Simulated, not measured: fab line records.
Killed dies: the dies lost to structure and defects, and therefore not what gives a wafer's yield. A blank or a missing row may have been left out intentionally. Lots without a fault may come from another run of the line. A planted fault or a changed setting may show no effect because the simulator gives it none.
A struck lot beside a sound one + flow n5Finfet + 39 steps out of a route of 1938
Sound: wafers L513.1, L513.4, L513.6. Struck: wafer L522.1 (left out: L522.3, L522.5 of the same lot, which were not struck); the cause appears at the end.
Each step with rows lists, per side, the tool, then ch with its chambers, then its first start. Under that, the readings that differ: sound wafers + struck wafers + difference of the means + sigmas: that difference in standard deviations of wafers without a fault.
alike: readings with means less than 2 such deviations apart, plus words and numbers identical on both sides. not compared: withheld readings, readings lacking a value on some wafer, bounds such as >300 that could conceal the same value, and numbers that have no deviation in the record and whose values overlap.
The two part at a step that has a row with sigmas, a row that says differs or no value, or rows on one side only. Numbers that don't overlap but have no deviation are shown without sigmas and don't part them. A reading that every wafer of one side lacks parts them only if that side has two wafers or more.

first, 9 steps without rows for these wafers: N5_STI_FIN_REVEAL_SRD_23 (time 30 s); N5_STI_FIN_REVEAL_PRECLEAN_18 (cleans in SC2, time 45 s); N5_STI_FIN_REVEAL_SRD_28 (time 30 s); N5_DUMMY_GATE_PRECLEAN_00 (cleans in O3/DIW, time 60 s); N5_DUMMY_GATE_SRD_01 (time 30 s); N5_DUMMY_GATE_ALD_02 (deposits SiO2, target thk 2 nm, pulse time 1 s); N5_DUMMY_GATE_CVD_03 (deposits a-Si from SiH4, target thk 150 nm, time 8042 s); N5_DUMMY_GATE_PRECLEAN_46 (cleans in DIW, time 89.5 s); N5_DUMMY_GATE_SRD_47 (dry time 32 s).
N5_DUMMY_GATE_CMP_04: polishes a-Si.
  sound on cmp-02 ch 0,2,3, day 3 06:15; struck on cmp-02 ch 2, day 5 15:03
| reading                                    | sound             | struck | difference | sigmas |
|--------------------------------------------|-------------------|--------|------------|--------|
| edgeZonePressureFrac                       | 1.001 1.006 1.010 | 0.995  | -0.011     | -2     |
| model.a-Si_of_DUMMY_GATE_CVD_03.thkNm (nm) | 70.4 72.8 72.8    | 98.4   | +26.4      |        |
  alike: motorCurrentA, timeToEndpointS
N5_DUMMY_GATE_THK_MEAS_05:
  struck on filmMetro-02, day 5 15:17; sound on filmMetro-02, day 3 06:28
| reading    | sound          | struck | difference | sigmas |
|------------|----------------|--------|------------|--------|
| thkNm (nm) | 70.5 72.7 72.7 | 98.4   | +26.4      | +22    |
then, 24 steps without rows for these wafers: N5_DUMMY_GATE_HM_DEP_06 (deposits SiNx from DCS/NH3, target thk 80 nm, time 5141 s); N5_DUMMY_GATE_PECVD_30 (deposits SiO2 from TEOS/O2, target thk 55 nm, time 10.8 s); N5_DUMMY_GATE_COAT_34 (time 60 s, resist thk 60 nm); N5_DUMMY_GATE_COAT_35 (time 60 s, resist thk 10 nm); N5_DUMMY_GATE_COAT_28 (time 60 s, resist thk 10 nm); N5_DUMMY_GATE_COAT_09 (resist thk 30 nm); N5_DUMMY_GATE_EBR_11; N5_DUMMY_GATE_SOFTBAKE_10 (time 60 s); N5_DUMMY_GATE_EXPOSE_12 (exposes mask GATE, target cd 25 nm); N5_DUMMY_GATE_PEB_13 (peb time 60 s); N5_DUMMY_GATE_DEVELOP_14 (develop time 30 s); N5_DUMMY_GATE_DESCUM_20 (chemistry O2, time 6.2 s); N5_DUMMY_GATE_ETCH_29 (etches underlayer in N2/H2, target depth 13 nm); N5_DUMMY_GATE_ETCH_36 (etches SiARC in CF4, target depth 13 nm); N5_DUMMY_GATE_ETCH_37 (etches SOC in N2/H2, target depth 60 nm, overetch 30 nm); N5_DUMMY_GATE_STRIP_38 (strips in N2/H2); N5_DUMMY_GATE_STRIP_39 (strips in N2/H2); N5_DUMMY_GATE_TRIM_49 (chemistry O2, time 29 s, target cd 14 nm); N5_DUMMY_GATE_STRIP_40 (strips in CF4); N5_DUMMY_GATE_ETCH_31 (etches SiO2 in C4F6/O2, target depth 82.5 nm, time 27.5 s); N5_DUMMY_GATE_STRIP_41 (strips in O2); N5_DUMMY_GATE_HM_OPEN_21 (chemistry CH3F/O2, target SiNx, target depth 120 nm, time 171.4 s); N5_DUMMY_GATE_ETCH_32 (etches SiO2 in CF4, target depth 3.5 nm, time 3.9 s); N5_DUMMY_GATE_ETCH_23 (etches poly-Si in HBr/Cl2/O2, target depth 41 nm, time 22.3 s).
N5_DUMMY_GATE_ETCH_44: etches poly-Si in HBr/O2, stops on SiO2, target depth 127.5 nm.
  sound on rieSi-05 ch 0,1, day 3 11:47; struck on rieSi-06 ch 3, day 5 20:35
| reading                              | sound             | struck | difference | sigmas |
|--------------------------------------|-------------------|--------|------------|--------|
| oesProductAu (a.u.)                  | 0.708 0.724 0.719 | 0.851  | +0.134     | +12    |
| model.DUMMY_GATE.featureDepthNm (nm) | 70.4 72.8 72.8    | 98.4   | +26.4      |        |
| model.etch.depthNm (nm)              | 70.42 72.7 72.77  | 98.36  | +26.40     |        |
  alike: drypumpMotorCurrentA, throttleValvePct
  not compared: rfHoursCounterH
N5_SDB_CMP_30: polishes, stops on poly-Si, t overpolish 1.54 s, target thk 30 nm.
  sound on cmp-01 ch 0,1, day 4 11:22; struck on cmp-01 ch 3, day 6 18:10
| reading                                    | sound        | struck | difference | sigmas |
|--------------------------------------------|--------------|--------|------------|--------|
| model.a-Si_of_DUMMY_GATE_CVD_03.thkNm (nm) | 62.6 64.8 65 | 90.6   | +26.5      |        |
  alike: edgeZonePressureFrac, motorCurrentA, overpolishRunS, timeToEndpointS
N5_SDB_THK_MEAS_31:
  struck on filmMetro-02, day 6 18:28; sound on filmMetro-01, day 4 11:40
| reading      | sound          | struck | difference | sigmas |
|--------------|----------------|--------|------------|--------|
| SDB_THK (nm) | 62.6 64.9 64.9 | 90.7   | +26.6      | +22    |
-- the record jumps here: 9 days lie between the struck wafers' starts before and after (it left off in module SDB and takes up again in module PASSIVATION, whose first step shown is number 1936 of the route) --
N5_PASSIVATION_PROBE_49:
  struck on prober-02, day 15 21:19; sound on prober-01, day 14 09:32
  alike: killed_at_M0_to_M3, killed_at_M4_up, killedAtContacts, killedAtFrontEnd, killedAtOther, killedDies, killedOpen, killedShort

## WHERE THEY PART
Last at N5_SDB_THK_MEAS_31 as far as this record goes, first at N5_DUMMY_GATE_CMP_04. Later steps at which nothing parts them and some readings are alike: N5_PASSIVATION_PROBE_49.

WHY: whatever the simulator had introduced
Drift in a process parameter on cmp-02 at N5_DUMMY_GATE_CMP_04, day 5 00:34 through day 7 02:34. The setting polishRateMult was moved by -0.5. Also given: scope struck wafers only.
